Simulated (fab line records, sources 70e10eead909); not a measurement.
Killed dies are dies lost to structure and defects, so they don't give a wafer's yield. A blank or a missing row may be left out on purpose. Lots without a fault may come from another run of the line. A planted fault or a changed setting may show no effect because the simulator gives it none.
Which tool did it? | flow nand_harc | 14 lots, 40 wafers sampled, at 5 steps of a route of 1159

WHAT THE GAUGES READ, wafer by wafer
NHARC_A_START_INSPECT_01.
lot  | measured     | on                | raw_defect_count
L876 | day 6 15:03  | defect_inspect-02 | 2 4 1
L877 | day 7 00:16  | defect_inspect-02 | 2 5 4
L880 | day 7 11:52  | defect_inspect-01 | 4 4 4
L882 | day 8 04:22  | defect_inspect-01 | 7 6 3
L881 | day 8 05:38  | defect_inspect-01 | 4 6 7
L884 | day 8 11:02  | defect_inspect-01 | 1 6 5
L885 | day 8 14:56  | defect_inspect-02 | 0 5 7
L886 | day 8 19:42  | defect_inspect-02 | 3 3 4
L889 | day 9 16:04  | defect_inspect-02 | 2 4
L892 | day 10 21:13 | defect_inspect-02 | 3 1
L896 | day 11 06:40 | defect_inspect-01 | 2 3 3
L897 | day 11 22:04 | defect_inspect-02 | 3 4 7
L898 | day 11 22:33 | defect_inspect-02 | 2 5 7
L899 | day 12 07:13 | defect_inspect-01 | 7 2 8

NHARC_A_ONON_D1_THK_MEAS_14: measures by ellipsometry.
lot  | measured     | on            | thk_nm (nm)
L876 | day 7 17:04  | film_metro-02 | 993 993 990
L877 | day 8 02:28  | film_metro-02 | 1000 1001 1002
L880 | day 8 12:15  | film_metro-02 | 1011 1010 1009
L882 | day 9 07:16  | film_metro-01 | 1010 1011 1010
L881 | day 9 07:20  | film_metro-02 | 999 996 997
L884 | day 9 14:36  | film_metro-01 | 997 999 1000
L885 | day 9 14:36  | film_metro-02 | 987 986 985
L886 | day 10 00:03 | film_metro-02 | 996 996 997
L889 | day 10 17:53 | film_metro-02 | 537 536
L892 | day 11 23:22 | film_metro-01 | 525 1008
L896 | day 12 08:50 | film_metro-02 | 1006 1005 1006
L897 | day 12 23:21 | film_metro-02 | 998 1001 1000
L898 | day 12 23:24 | film_metro-01 | 977 976 977
L899 | day 13 10:19 | film_metro-02 | 1000 998 1000

NHARC_A_ONON_D1_INSPECT_32.
lot  | measured     | on                | raw_defect_count
L876 | day 8 03:10  | defect_inspect-02 | 50 45 32
L877 | day 8 13:25  | defect_inspect-02 | 46 127 67
L880 | day 9 00:28  | defect_inspect-01 | 107 86 81
L882 | day 9 17:46  | defect_inspect-01 | 43 53 75
L881 | day 9 17:49  | defect_inspect-01 | 101 137 90
L884 | day 10 00:35 | defect_inspect-01 | 44 28 60
L885 | day 10 00:32 | defect_inspect-02 | 56 69 77
L886 | day 10 10:00 | defect_inspect-02 | 58 73 118
L889 | day 11 03:48 | defect_inspect-01 | 62 57
L892 | day 12 11:25 | defect_inspect-02 | 81 46
L896 | day 12 19:34 | defect_inspect-02 | 55 49 47
L897 | day 13 09:47 | defect_inspect-02 | 94 75 75
L898 | day 13 09:40 | defect_inspect-01 | 56 65 71
L899 | day 13 20:29 | defect_inspect-01 | 54 44 89

NHARC_END_SORT_01.
lot  | measured     | on        | killed_at_array | killed_at_other | killed_at_periphery | killed_dies | killed_open | killed_short
L889 | day 22 06:58 | prober-02 | 672 671         | 0 0             | 5 6                 | 677 677     | 6 4         | 3 1

WHICH TOOL RAN EACH LOT (tool, then ch and the chambers of the sampled wafers, then the start)
lot  | NHARC_A_ONON_D1_DEP_12
L876 | pecvd_onon-02 ch 0, day 7 16:40
L877 | pecvd_onon-02 ch 0, day 8 01:56
L880 | pecvd_onon-04 ch 0, day 8 11:48
L882 | pecvd_onon-03 ch 0, day 9 06:49
L881 | pecvd_onon-04 ch 0, day 9 06:55
L884 | pecvd_onon-02 ch 0, day 9 14:05
L885 | pecvd_onon-04 ch 0, day 9 14:05
L886 | pecvd_onon-02 ch 0, day 9 23:40
L889 | pecvd_onon-02 ch 0, day 10 17:22
L892 | pecvd_onon-02 ch 0, day 11 22:49
L896 | pecvd_onon-04 ch 0, day 12 08:19
L897 | pecvd_onon-04 ch 0, day 12 22:53
L898 | pecvd_onon-03 ch 0, day 12 22:53
L899 | pecvd_onon-04 ch 0, day 13 09:59
- NHARC_A_ONON_D1_DEP_12: target thk 1000 nm.

WHAT THE TOOLS THEMSELVES READ (means of the sampled wafers that have a number; where no wafer has one, the mark that the record gives instead)
The record holds no such reading with a usual standard deviation.

THE ANSWER, worked out from the rows above alone
Rule: what is usual is taken from the lots themselves. Put in order of their means at a reading, lots are off if they are a third of the lots or fewer, leave a main group of 4 or more, and stand apart from it by a gap of 3 or more times the standard deviation of the main group's means; of several such gaps the widest counts. A main group whose means are all the same, to the digits that the tables above print for the reading, isn't used. A lot without any number at a reading at which 4 lots or more have one is off too. The other lots that the step has rows for count as sound. The gauges are gone through in route order, then the tools' own readings, and for those a lot's mean is taken as printed above. The first step at which some lot is off is used, and at that step the reading that is off furthest; a lot without a number counts as furthest.
Off: L889, L892, at NHARC_A_ONON_D1_THK_MEAS_14 (thk_nm). The main group: mean 998 nm, standard deviation 9.2.
A tool fits if, at a process step before that reading, it ran every lot that is off, and no sound lot after the first of them. The gauges at NHARC_A_ONON_D1_THK_MEAS_14 are tried like those tools. One fits: pecvd_onon-02 at NHARC_A_ONON_D1_DEP_12. Its last sound lot is L886 (day 9 23:40), its first lot that is off L889 (day 10 17:22): a fault that began between those two fits.

WHAT THE SIMULATOR HAD PUT IN
Process parameter drift: pecvd_onon-02, from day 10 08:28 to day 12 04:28, at NHARC_A_ONON_D1_DEP_12. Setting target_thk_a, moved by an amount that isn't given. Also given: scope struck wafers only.
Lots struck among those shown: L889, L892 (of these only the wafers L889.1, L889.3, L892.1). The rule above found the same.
